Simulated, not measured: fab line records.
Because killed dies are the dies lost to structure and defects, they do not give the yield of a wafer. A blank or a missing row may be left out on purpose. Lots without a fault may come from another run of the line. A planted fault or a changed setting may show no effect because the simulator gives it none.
Comparing a struck lot with a sound one / flow nandHarc / 17 out of 1302 route steps
Sound: these wafers, L344.1, L344.2, L344.3. Struck: wafers L354.2, L354.4 (left out: L354.1, a lot-mate that was not struck); the cause follows at the end.
Order at every step that has rows: each side's tool, ch and its chambers, its first start. Under that, the readings that differ: sound wafers / struck wafers / difference of the means / sigmas: that difference in standard deviations of wafers without a fault.
alike: a reading whose means differ by less than 2 such deviations, as well as words and numbers matching on both sides. not compared: withheld readings; readings where some wafer has no value; bounds like >300 that might hide an equal value; numbers whose values overlap and for which the record gives no deviation.
Wherever a step has rows on one side only, a row that says differs or no value, or a row with sigmas, the two part there. Non-overlapping numbers with no deviation appear without sigmas and do not part them. Lack of a reading on every wafer of one side parts them only where that side has two or more wafers.

NHARC_A_M1_INSPECT_11:
  sound on defectInspect-01 at day 24 18:14; struck on defectInspect-02 at day 28 21:21
  alike: rawDefectCount
then, 1 step without rows for these wafers: NHARC_A_M1_DESCUM_14 (chemistry O2, time 3 s).
NHARC_A_M1_ETCH_35: etches the open film in N2/H2, target depth 40 nm, overetch 12 nm, time 43.94 s.
  sound on rieDiel-02 ch 0,2,3, day 24 18:23; struck on rieDiel-02 ch 0,3, day 28 21:30
reading=rfHoursCounterH (h); sound=5.1 4.2 4.8; struck=2.9 3.3; difference=-1.6; sigmas=
  alike: drypumpMotorCurrentA, oesProductAu, rfVppV, showerheadPlenumPTorr, throttleValvePct
NHARC_A_M1_ETCH_15: etches the open film in C4F8/Ar, target depth 182.5 nm, time 91.2 s.
  sound: rieDiel-02 ch 0,1,3; struck: rieDiel-02 ch 2,3
reading=oesProductAu (a.u.); sound=0.920 0.893 0.942; struck=0.972 0.980; difference=+0.058; sigmas=+3
reading=rfHoursCounterH (h); sound=4.4 5.2 4.8; struck=3.3 3.4; difference=-1.5; sigmas=
  alike: rfVppV
NHARC_A_M1_CD_MEAS_16:
  sound on cdSem-01 at day 24 18:37; struck on cdSem-01 at day 28 21:43
  alike: cdNm
then, 1 step without rows for these wafers: NHARC_A_M1_STRIP_18 (strips in N2/H2).
NHARC_A_M1_ETCH_28: etches the open film in CF4/N2, target depth 30 nm, time 72.99 s.
  sound: rieDiel-12 ch 1,2,3; struck: rieDiel-11 ch 1,2
reading=rfHoursCounterH (h); sound=7.7 7.8 7.6; struck=3.3 3.1; difference=-4.5; sigmas=
  alike: drypumpMotorCurrentA, oesProductAu, rfVppV, showerheadPlenumPTorr, throttleValvePct
then, 1 step without rows for these wafers: NHARC_A_M1_STRIP_19 (strips in post etch residue remover, time 600 s).
NHARC_A_M1_DEGAS_29: time 60 s.
  sound on pvdSputter-02 at day 24 19:19; struck on pvdSputter-01 at day 28 22:26
  alike: heaterPowerW
then, 1 step without rows for these wafers: NHARC_A_M1_PRE_CLEAN_30 (time 30 s).
NHARC_A_M1_PVD_20: deposits TaN, target thk 5 nm, time 8.06 s.
  sound on pvdSputter-02; struck on pvdSputter-01
  alike: cathodeDcPowerW, chamberPressurePa, substrateTempC, throttleValvePct
then, 1 step without rows for these wafers: NHARC_A_M1_PVD_21 (deposits Cu, target thk 30 nm, time 20.49 s).
NHARC_A_M1_ECD_22: material Cu, target thk 400 nm.
  sound on ecdCu-02 ch 0,1, day 24 19:41; struck on ecdCu-01 ch 0, day 28 22:47
  alike: bathHeatDutyPct
then, 1 step without rows for these wafers: NHARC_A_M1_ANNEAL_31 (time 90 s).
NHARC_A_M1_CMP_23: polishes, t overpolish 20 s, target thk 154.34 nm.
  sound on cmp-03 ch 0,2,3, day 24 20:26; struck on cmp-02 ch 1,3, day 28 23:31
reading=timeToEndpointS (s); sound=31 31 36; struck=7 11; difference=-24; sigmas=-7
  alike: motorCurrentA, retainingRingPressureFrac
NHARC_A_M1_THK_MEAS_24: measures by xrf.
  sound on filmMetro-02 at day 24 20:43; struck on filmMetro-02 at day 28 23:49
  alike: thkNm
next, for these wafers, 1 step has no rows: NHARC_END_SORT_01.

== WHERE THEY PART ==
Earliest at NHARC_A_M1_ETCH_15; latest, in this record, at NHARC_A_M1_CMP_23. Later steps at which nothing parts them and some readings are alike: NHARC_A_M1_THK_MEAS_24.

WHY: whatever the simulator had introduced
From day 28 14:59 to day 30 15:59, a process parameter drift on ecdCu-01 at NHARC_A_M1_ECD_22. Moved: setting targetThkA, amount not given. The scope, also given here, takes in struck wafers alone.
